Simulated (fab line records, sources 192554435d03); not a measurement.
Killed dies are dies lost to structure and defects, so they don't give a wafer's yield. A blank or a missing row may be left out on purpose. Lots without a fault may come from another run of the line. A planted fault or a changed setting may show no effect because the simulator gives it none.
fab line records | flow n5_finfet
record lots=7 wafers=21
route steps=1938 shown MOL_CONTACT_COAG@559 BEOL_M0_SAQP@686 BEOL_M0@726 BEOL_M2@846
start_h: hours from the record's first day to the start of the lot's first wafer shown | wait_h: hours since the lot's step before | " the same as in the row above | L1.1+2: a row that stands for several wafers | - no value, or no start given | * or withheld: withheld | < > ~ a bound
route shown NAME@n: a module of which the file shows steps, and the number in the route of the first | usual: mean/standard deviation of fault-free wafers | same: alike in all rows | chamber/n: place in a boat | sites: the reading at each site | _std_site: their standard deviation | _edge_site: outer sites' mean less inner sites' | radius_mm: how far each site lies from the wafer's centre | mask NAME#n: copy n | behind: the tool/chamber that last shaped the wafer | hold: why the lot was held/for how many hours/how that ended | device: the transistor (n, p or np) that didn't switch | end of line: the same wafers' tests at the end of the route | a step without rows: its recipe alone | killed: dies lost to structure and defects at the first sort, not the wafer's yield | map: a wafer's dies, x killed, . not, _ none there
set.NAME: the setting as run; set.NAME@STEP: as run at that earlier step | model.NAME: the simulator's own value behind a step, which no gauge read
lots whose settings were changed on purpose; a table a step, a row a wafer
## steps
# step N5_MOL_CONTACT_COAG_ALD_27
# recipe material=SiOC target_thk_a=170 temp_c=400 ald_precursor_family=carbosiloxane ald_co_reactant=H2-plasma pulse_time_s=1.5 time_s=2720 purge_time_s=2 co_reactant_purge_time_s=2 ald_cycles=340 pressure_torr=2
# columns lot.wafer tool chamber start_h wait_h set.ald_cycles model.SiOC_of_MOL_CONTACT_COAG_ALD_27.thk_nm
L076.1+3+6 ald_sin-02 2,3,3 110.68 0.0 286 14.4
L080.2 ald_sin-02 3 136.16 0.0 309 15.4
L080.4 " 0 " " 309 15.6
L080.6 " 2 " " 340 17.2
L079.2 ald_sin-03 3 136.55 0.0 340 17.2
L079.3+5 " 1,0 " " 373 18.8
L084.3+4+6 ald_sin-03 1,2,0 159.10 0.0 340 17
L088.2 ald_sin-03 0 180.19 0.0 392 19.6
L088.4+6 " 2,3 " " 340 17
L094.1+3+5 ald_sin-01 0,1,1 216.89 0.0 340 17
L097.1+2 ald_sin-01 2,0 236.73 0.0 340 17
L097.6 " 1 " " 340 17.2
# step N5_MOL_CONTACT_COAG_COAT_76
# recipe resist=SiARC temp_c=220 time_s=60 spin_rpm=1500 resist_thk_nm=10
# columns lot.wafer tool chamber start_h wait_h set.spin_rpm
L076.1+3 litho_track-04 0 - - 1573
L076.6 " 0 " " 1500
L080.2+6 litho_track-03 0 - - 1500
L080.4 " 0 " " 1343
L079.2+3+5 litho_track-04 0 - - 1500
L084.3+4+6 litho_track-04 0 - - 1500
L088.2+4+6 litho_track-04 0 - - 1500
L094.1+3+5 litho_track-04 0 - - 1500
L097.1+2+6 litho_track-03 0 - - 1500
# step N5_MOL_CONTACT_COAG_COAT_77
# recipe resist=underlayer temp_c=205 time_s=60 spin_rpm=1500 resist_thk_nm=10
# step N5_MOL_CONTACT_COAG_COAT_78
# recipe resist=CAR-EUV spin_rpm=1500 resist_thk_nm=40
# step N5_MOL_CONTACT_COAG_DESCUM_88
# recipe chemistry=O2 time_s=7 source_power_w=50 bias_power_w=20 pressure_mtorr=20 rf_frequency_hz=2.712e+07 temp_c=40 resist=CAR-EUV o2_flow_sccm=225
# step N5_MOL_CONTACT_COAG_ETCH_89
# recipe chemistry=N2/H2 target=underlayer target_depth_a=130 mask_material=CAR-EUV time_s=10.4 ion_energy_ev=200 pressure_mtorr=30 source_w=840 bias_w=150 n2_flow_sccm=200 h2_flow_sccm=200 ends=cleared
# step N5_MOL_CONTACT_COAG_ETCH_90
# recipe chemistry=CF4 target=SiARC target_depth_a=130 mask_material=CAR-EUV time_s=21.7 ion_energy_ev=80 pressure_mtorr=40 source_w=545 bias_w=36 Ar_flow_sccm=100 cf4_flow_sccm=100 ends=cleared
# columns lot.wafer tool chamber start_h wait_h set.spin_rpm@MOL_CONTACT_COAG_COAT_76 model.etch.depth_nm
L076.1 rie_diel-04 0 113.60 0.0 1573 9.709
L076.3 " 2 " " 1573 9.728
L076.6 " 0 " " 1500 9.957
L080.2 rie_diel-06 0 139.24 0.0 1500 9.99
L080.4 " 0 " " 1343 10.53
L080.6 " 1 " " 1500 9.964
L079.2 rie_diel-03 1 139.47 0.0 1500 9.928
L079.3 " 0 " " 1500 9.909
L079.5 " 3 " " 1500 9.966
L084.3 rie_diel-03 0 162.24 0.0 1500 9.986
L084.4 " 3 " " 1500 9.995
L084.6 " 0 " " 1500 10
L088.2 rie_diel-06 1 183.23 0.0 1500 9.973
L088.4 " 2 " " 1500 9.969
L088.6 " 2 " " 1500 9.986
L094.1+5 rie_diel-06 2,1 220.18 0.0 1500 9.968
L094.3 " 1 " " 1500 9.963
L097.1 rie_diel-03 1 239.90 0.0 1500 9.991
L097.2 " 3 " " 1500 9.992
L097.6 " 0 " " 1500 9.98
# step N5_MOL_CONTACT_COAG_DESCUM_45
# recipe chemistry=O2 time_s=7 source_power_w=50 bias_power_w=20 pressure_mtorr=20 rf_frequency_hz=2.712e+07 temp_c=40 resist=CAR-EUV o2_flow_sccm=225
# columns lot.wafer tool chamber start_h wait_h set.time_s model.CAR-EUV_of_MOL_CONTACT_COAG_COAT_34.thk_nm
L076.1+3+6 rie_diel-03 1,2,0 114.91 0.0 7 36
L080.2 rie_diel-03 0 140.83 0.3 7 36.2
L080.4 " 1 " " 8.199 35.4
L080.6 " 1 " " 7 36
L079.2+5 rie_diel-03 3 140.95 0.2 7 36.2
L079.3 " 0 " " 7 36
L084.3+6 rie_diel-06 2,3 163.71 0.1 5.583 36.6
L084.4 " 1 " " 7 36
L088.2+4+6 rie_diel-04 0,3,0 184.59 0.2 7 36
L094.1 rie_diel-04 0 221.37 0.0 7 35.8
L094.3+5 " 2 " " 7 36
L097.1+2+6 rie_diel-06 3,2,0 241.34 0.0 7 36.2
# step N5_MOL_CONTACT_COAG_ETCH_65
# recipe chemistry=N2/H2 target=underlayer target_depth_a=130 mask_material=CAR-EUV time_s=10.4 ion_energy_ev=200 pressure_mtorr=30 source_w=840 bias_w=150 n2_flow_sccm=200 h2_flow_sccm=200 ends=cleared
# columns lot.wafer tool chamber start_h wait_h set.time_s@MOL_CONTACT_COAG_DESCUM_45 model.CAR-EUV_of_MOL_CONTACT_COAG_COAT_34.thk_nm
L076.1 rie_diel-03 1 114.95 0.0 7 24.4
L076.3+6 " 2,0 " " 7 24.6
L080.2+6 rie_diel-03 0,1 140.87 0.0 7 24.6
L080.4 " 1 " " 8.199 24
L079.2+5 rie_diel-03 3 140.98 0.0 7 24.8
L079.3 " 0 " " 7 24.6
L084.3 rie_diel-06 2 163.74 0.0 5.583 25
L084.4 " 1 " " 7 24.6
L084.6 " 3 " " 5.583 25.2
L088.2+4+6 rie_diel-04 0,3,0 184.63 0.0 7 24.6
L094.1 rie_diel-04 0 221.41 0.0 7 24.4
L094.3+5 " 2 " " 7 24.6
L097.1+2 rie_diel-06 3,2 241.38 0.0 7 24.6
L097.6 " 0 " " 7 24.8
# step N5_MOL_CONTACT_COAG_ETCH_66
# recipe chemistry=CF4 target=SiARC target_depth_a=130 mask_material=CAR-EUV time_s=21.7 ion_energy_ev=80 pressure_mtorr=40 source_w=545 bias_w=36 Ar_flow_sccm=100 cf4_flow_sccm=100 ends=cleared
# columns lot.wafer tool chamber start_h wait_h set.time_s@MOL_CONTACT_COAG_DESCUM_45 model.CAR-EUV_of_MOL_CONTACT_COAG_COAT_34.thk_nm
L076.1+3+6 rie_diel-03 1,2,0 114.97 0.0 7 16.8
L080.2+6 rie_diel-03 0,1 140.89 0.0 7 17
L080.4 " 1 " " 8.199 16.2
L079.2 rie_diel-03 3 141.00 0.0 7 17
L079.3 " 0 " " 7 16.8
L079.5 " 3 " " 7 17.2
L084.3+6 rie_diel-06 2,3 163.76 0.0 5.583 17.4
L084.4 " 1 " " 7 16.8
L088.2+4+6 rie_diel-04 0,3,0 184.65 0.0 7 16.8
L094.1+3+5 rie_diel-04 0,2,2 221.43 0.0 7 16.8
L097.1+2+6 rie_diel-06 3,2,0 241.40 0.0 7 17
# step N5_MOL_CONTACT_COAG_ALD_133
# recipe material=SiO2 target_thk_a=50 temp_c=100 ald_precursor_family=BDEAS ald_co_reactant=O2-plasma pulse_time_s=1 co_reactant_pulse_time_s=1 purge_time_s=2 co_reactant_purge_time_s=2 ald_cycles=35 pressure_torr=2
# columns lot.wafer tool chamber start_h wait_h set.ald_cycles model.SiO2_of_MOL_CONTACT_COAG_ALD_133.thk_nm
L076.1+6 ald_sin-03 3,1 115.61 0.6 35 5
L076.3 " 0 " " 33 4.8
L080.2 ald_sin-03 3 140.97 0.1 37 5.2
L080.4+6 " 2,0 " " 35 5
L079.2+5 ald_sin-02 1,2 141.08 0.1 35 5
L079.3 " 2 " " 30 4.2
L084.3+4 ald_sin-01 1,2 163.84 0.1 35 5
L084.6 " 1 " " 39 5.6
L088.2 ald_sin-03 2 184.74 0.1 32 4.6
L088.4+6 " 1 " " 35 5
L094.1 ald_sin-03 3 221.51 0.1 40 5.8
L094.3+5 " 2,1 " " 35 5
L097.1+2+6 ald_sin-03 1,3,3 241.48 0.1 35 5
# step N5_BEOL_M0_SAQP_EXPOSE_37
# recipe mask_id=M0_CUT1 na=0.33 source_shape=annular sigma_inner=0.35 sigma_outer=0.8 polarization=unpolarized target_cd_nm=30 dose_mj=44.75
# columns lot.wafer tool chamber start_h wait_h mask set.dose_mj
L076.1+3+6 euv_scanner-02 0 125.57 - M0_CUT1#0 44.75
L080.2+4 euv_scanner-01 0 152.62 - M0_CUT1#0 47.26
L080.6 " 0 " " M0_CUT1#0 44.75
L079.2+3+5 euv_scanner-02 0 155.47 - M0_CUT1#0 44.75
L084.3+4 euv_scanner-01 0 174.75 - M0_CUT1#0 43.71
L084.6 " 0 " " M0_CUT1#0 44.75
L088.2+4+6 euv_scanner-02 0 196.40 - M0_CUT1#0 44.75
L094.1+5 euv_scanner-02 0 238.23 - M0_CUT1#0 42.42
L094.3 " 0 " " M0_CUT1#0 44.75
L097.1+2+6 euv_scanner-02 0 252.14 - M0_CUT1#0 44.75
# step N5_BEOL_M0_SAQP_PEB_38
# recipe peb_temp_c=100 peb_time_s=60 resist=CAR-EUV
# step N5_BEOL_M0_SAQP_DEVELOP_39
# recipe develop_time_s=30 developer=TMAH resist=CAR-EUV rinse_liquid=surfactant_rinse dry=air_spin dev_temp_c=23
# step N5_BEOL_M0_SAQP_CD_MEAS_40
# recipe target_cd_nm=30 landing_energy_ev=500 detector=se_inlens
# usual cd_nm=29.93/0.25
# columns lot.wafer tool chamber start_h wait_h set.dose_mj@BEOL_M0_SAQP_EXPOSE_37 cd_nm
L076.1 cd_sem-01 0 125.70 - 44.75 30.23
L076.3 " 0 " " 44.75 30.15
L076.6 " 0 " " 44.75 30.11
L080.2 cd_sem-02 0 152.75 - 47.26 30.90
L080.4 " 0 " " 47.26 30.56
L080.6 " 0 " " 44.75 29.77
L079.2 cd_sem-03 0 155.60 - 44.75 29.80
L079.3 " 0 " " 44.75 30.08
L079.5 " 0 " " 44.75 30.05
L084.3 cd_sem-02 0 174.87 - 43.71 29.57
L084.4 " 0 " " 43.71 29.17
L084.6 " 0 " " 44.75 29.45
L088.2 cd_sem-03 0 196.53 - 44.75 29.76
L088.4 " 0 " " 44.75 29.67
L088.6 " 0 " " 44.75 30.14
L094.1 cd_sem-02 0 238.37 - 42.42 28.64
L094.3 " 0 " " 44.75 30.34
L094.5 " 0 " " 42.42 28.79
L097.1 cd_sem-02 0 252.28 - 44.75 29.95
L097.2 " 0 " " 44.75 30.02
L097.6 " 0 " " 44.75 30.26
# step N5_BEOL_M0_SAQP_DESCUM_45
# recipe chemistry=O2 time_s=7 source_power_w=50 bias_power_w=20 pressure_mtorr=20 rf_frequency_hz=2.712e+07 temp_c=40 resist=CAR-EUV o2_flow_sccm=225
# columns lot.wafer tool chamber start_h wait_h set.time_s set.dose_mj@BEOL_M0_SAQP_EXPOSE_37 model.BEOL_M0_SAQP.cd_nm model.CAR-EUV_of_BEOL_M0_SAQP_COAT_34.thk_nm
L076.1 rie_diel-01 0 125.82 0.0 6.419 44.75 30 26.2
L076.3 " 3 " " 7 44.75 29.8 26
L076.6 " 3 " " 7 44.75 30 26
L080.2 rie_diel-05 0 152.87 0.0 7 47.26 30.8 26
L080.4 " 1 " " 7.649 47.26 31 25.8
L080.6 " 1 " " 7.649 44.75 29.6 25.6
L079.2+5 rie_diel-05 0,1 155.72 0.0 7 44.75 30 26
L079.3 " 2 " " 7.979 44.75 30.2 25.4
L084.3 rie_diel-02 3 174.99 0.0 7 43.71 29.2 26
L084.4 " 0 " " 6.179 43.71 29.2 26.4
L084.6 " 1 " " 6.179 44.75 29.8 26.4
L088.2 rie_diel-05 3 196.65 0.0 7.572 44.75 29.8 25.6
L088.4 " 0 " " 7 44.75 29.8 26
L088.6 " 3 " " 7.572 44.75 30 25.6
L094.1+5 rie_diel-02 3,2 238.49 0.0 5.893 42.42 28.6 26.8
L094.3 " 2 " " 7 44.75 30 26.2
L097.1+2+6 rie_diel-01 3,1,2 252.41 0.0 7 44.75 30 26
# step N5_BEOL_M0_SAQP_ETCH_88
# recipe chemistry=N2/H2 target=underlayer target_depth_a=65 time_s=5.2 ion_energy_ev=200 mask_material=CAR-EUV pressure_mtorr=30 source_w=840 bias_w=150 n2_flow_sccm=200 h2_flow_sccm=200 ends=cleared
# columns lot.wafer tool chamber start_h wait_h set.dose_mj@BEOL_M0_SAQP_EXPOSE_37 model.BEOL_M0_SAQP.cd_nm
L076.1+6 rie_diel-01 0,3 125.86 0.0 44.75 30
L076.3 " 3 " " 44.75 29.8
L080.2 rie_diel-05 0 152.90 0.0 47.26 30.8
L080.4 " 1 " " 47.26 31
L080.6 " 1 " " 44.75 29.6
L079.2+5 rie_diel-05 0,1 155.76 0.0 44.75 30
L079.3 " 2 " " 44.75 30.2
L084.3+4 rie_diel-02 3,0 175.03 0.0 43.71 29.2
L084.6 " 1 " " 44.75 30
L088.2 rie_diel-05 3 196.68 0.0 44.75 29.8
L088.4+6 " 0,3 " " 44.75 30
L094.1 rie_diel-02 3 238.53 0.0 42.42 28.6
L094.3 " 2 " " 44.75 30
L094.5 " 2 " " 42.42 28.4
L097.1+2+6 rie_diel-01 3,1,2 252.45 0.0 44.75 30
# step N5_BEOL_M0_SAQP_ETCH_73
# recipe chemistry=CF4 target=SiARC target_depth_a=195 mask_material=CAR-EUV time_s=32.5 ion_energy_ev=80 pressure_mtorr=40 source_w=545 bias_w=36 Ar_flow_sccm=100 cf4_flow_sccm=100 ends=cleared
# columns lot.wafer tool chamber start_h wait_h set.dose_mj@BEOL_M0_SAQP_EXPOSE_37 model.BEOL_M0_SAQP.cd_nm
L076.1+3 rie_diel-01 0,3 125.88 0.0 44.75 29.8
L076.6 " 3 " " 44.75 30
L080.2+4 rie_diel-05 0,1 152.92 0.0 47.26 30.8
L080.6 " 1 " " 44.75 29.6
L079.2+3+5 rie_diel-05 0,2,1 155.77 0.0 44.75 30
L084.3 rie_diel-02 3 175.05 0.0 43.71 29.2
L084.4 " 0 " " 43.71 29.4
L084.6 " 1 " " 44.75 29.8
L088.2+4+6 rie_diel-05 3,0,3 196.70 0.0 44.75 29.8
L094.1+5 rie_diel-02 3,2 238.54 0.0 42.42 28.6
L094.3 " 2 " " 44.75 30
L097.1+2+6 rie_diel-01 3,1,2 252.47 0.0 44.75 30
# step N5_BEOL_M0_ETCH_109
# recipe chemistry=CH3F/O2 target_depth_a=80 overetch_a=24 target=SiCN time_s=27.4 ion_energy_ev=120 pressure_mtorr=30 source_w=395 bias_w=75 Ar_flow_sccm=150 CH3F_flow_sccm=30 O2_flow_sccm=20
# usual rf_vpp_V=296.5/1.4
# columns lot.wafer tool chamber start_h wait_h set.bias_w rf_vpp_V
L076.1 rie_diel-04 0 132.56 0.0 69.94 283.6
L076.3 " 3 " " 69.94 285.4
L076.6 " 2 " " 75 297.3
L080.2 rie_diel-06 0 159.25 0.0 75 297.1
L080.4 " 1 " " 75 296.2
L080.6 " 3 " " 75 296.5
L079.2 rie_diel-04 0 159.99 0.5 75 294.3
L079.3 " 1 " " 75 296.5
L079.5 " 0 " " 75 295.6
L084.3 rie_diel-04 1 179.31 0.1 63.88 267.4
L084.4 " 3 " " 63.88 268.1
L084.6 " 3 " " 75 296.3
L088.2 rie_diel-06 0 200.59 0.0 88.33 328.2
L088.4 " 2 " " 75 295.3
L088.6 " 3 " " 75 296.8
L094.1 rie_diel-04 1 245.32 0.0 67.95 278.0
L094.3 " 0 " " 67.95 277.1
L094.5 " 3 " " 75 296.4
L097.1 rie_diel-03 3 257.21 0.2 75 298.7
L097.2 " 0 " " 75 297.6
L097.6 " 2 " " 75 295.8
# step N5_BEOL_M2_COAT_62
# recipe resist=SiARC temp_c=220 time_s=60 spin_rpm=1500 resist_thk_nm=12
# columns lot.wafer tool chamber start_h wait_h set.spin_rpm
L076.1+3+6 litho_track-05 0 - - 1500
L080.2 litho_track-02 0 - - 1500
L080.4+6 " 0 " " 1442
L079.2+3+5 litho_track-04 0 - - 1500
L084.3+6 litho_track-04 0 - - 1500
L084.4 " 0 " " 1436
L088.2+4 litho_track-04 0 - - 1500
L088.6 " 0 " " 1651
L094.1+3+5 litho_track-04 0 - - 1500
L097.1+2+6 litho_track-04 0 - - 1500
## key
split step=N5_MOL_CONTACT_COAG_ALD_27 setting=ald_cycles stated=340 by=wafer
response step=N5_MOL_CONTACT_COAG_ALD_27 reading=model.SiOC_of_MOL_CONTACT_COAG_ALD_27.thk_nm change=+0.172 per=1% r=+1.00
split step=N5_MOL_CONTACT_COAG_COAT_76 setting=spin_rpm stated=1500 by=wafer
response step=N5_MOL_CONTACT_COAG_ETCH_90 reading=model.etch.depth_nm change=-0.0518 per=1% r=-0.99
split step=N5_MOL_CONTACT_COAG_DESCUM_45 setting=time_s stated=7 by=wafer
response step=N5_MOL_CONTACT_COAG_DESCUM_45 reading=model.CAR-EUV_of_MOL_CONTACT_COAG_COAT_34.thk_nm change=-0.0343 per=1% r=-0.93
response step=N5_MOL_CONTACT_COAG_ETCH_65 reading=model.CAR-EUV_of_MOL_CONTACT_COAG_COAT_34.thk_nm change=-0.029 per=1% r=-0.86
response step=N5_MOL_CONTACT_COAG_ETCH_66 reading=model.CAR-EUV_of_MOL_CONTACT_COAG_COAT_34.thk_nm change=-0.0368 per=1% r=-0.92
split step=N5_MOL_CONTACT_COAG_ALD_133 setting=ald_cycles stated=35 by=wafer
response step=N5_MOL_CONTACT_COAG_ALD_133 reading=model.SiO2_of_MOL_CONTACT_COAG_ALD_133.thk_nm change=+0.0523 per=1% r=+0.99
split step=N5_BEOL_M0_SAQP_EXPOSE_37 setting=dose_mj stated=44.75 by=wafer
response step=N5_BEOL_M0_SAQP_CD_MEAS_40 reading=cd_nm change=+0.219 per=1% r=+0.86
response step=N5_BEOL_M0_SAQP_DESCUM_45 reading=model.BEOL_M0_SAQP.cd_nm change=+0.25 per=1% r=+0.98
response step=N5_BEOL_M0_SAQP_ETCH_88 reading=model.BEOL_M0_SAQP.cd_nm change=+0.265 per=1% r=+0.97
response step=N5_BEOL_M0_SAQP_ETCH_73 reading=model.BEOL_M0_SAQP.cd_nm change=+0.237 per=1% r=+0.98
split step=N5_BEOL_M0_SAQP_DESCUM_45 setting=time_s stated=7 by=wafer
response step=N5_BEOL_M0_SAQP_DESCUM_45 reading=model.CAR-EUV_of_BEOL_M0_SAQP_COAT_34.thk_nm change=-0.0376 per=1% r=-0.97
split step=N5_BEOL_M0_ETCH_109 setting=bias_w stated=75 by=wafer
response step=N5_BEOL_M0_ETCH_109 reading=rf_vpp_V change=+1.88 per=1% r=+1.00
split step=N5_BEOL_M2_COAT_62 setting=spin_rpm stated=1500 by=wafer
response none in this file
